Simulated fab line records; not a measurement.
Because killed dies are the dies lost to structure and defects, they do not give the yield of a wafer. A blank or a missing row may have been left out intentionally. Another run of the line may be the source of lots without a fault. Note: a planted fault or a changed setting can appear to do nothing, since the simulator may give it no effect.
The tool behind it: which one? ; flow nand harc ; 12 lots (36 wafers sampled), 1 step of a 1302-step route

== WHAT THE GAUGES READ, wafer by wafer ==
NHARC_P_STI_INSPECT_11.
lot;measured;on;raw defect count
L075;day 2 08:13;defect inspect-01;5 7 2
L077;day 3 06:02;defect inspect-01;2 4 7
L079;day 3 20:28;defect inspect-01;5 6 11
L081;day 4 18:34;defect inspect-01;9 3 3
L083;day 5 19:01;defect inspect-02;8 5 9
L085;day 6 08:50;defect inspect-02;3 13 8
L087;day 7 05:41;defect inspect-02;2 5 2
L089;day 8 02:05;defect inspect-02;5 6 5
L091;day 8 22:29;defect inspect-02;4 5 7
L093;day 9 18:27;defect inspect-02;6 9 8
L095;day 10 17:02;defect inspect-01;7 9 4
L097;day 11 08:02;defect inspect-02;4 11 3

== TOOL THAT RAN EACH LOT (tool first, then ch and the chambers of the sampled wafers, then the start) ==
No process step before these readings appears in the record.

== THE ANSWER, worked out from the rows above alone ==
Rule: what is usual is taken from the lots themselves. The widest of any qualifying gaps counts: lots, ordered by their means at a reading, are off when they make up no more than a third of the lots, leave a main group of 4 or more, and stand apart from it by 3 or more times the standard deviation of that group's means. The tables above print the reading to a certain number of digits; a main group whose means all agree to those digits is not used. Also off: a lot with no number at a reading for which 4 or more lots have one. All remaining lots with rows at the step are treated as sound.
No lot is off at any reading shown: from this, nothing can be told.

== WHAT HAD BEEN PUT IN BY THE SIMULATOR ==
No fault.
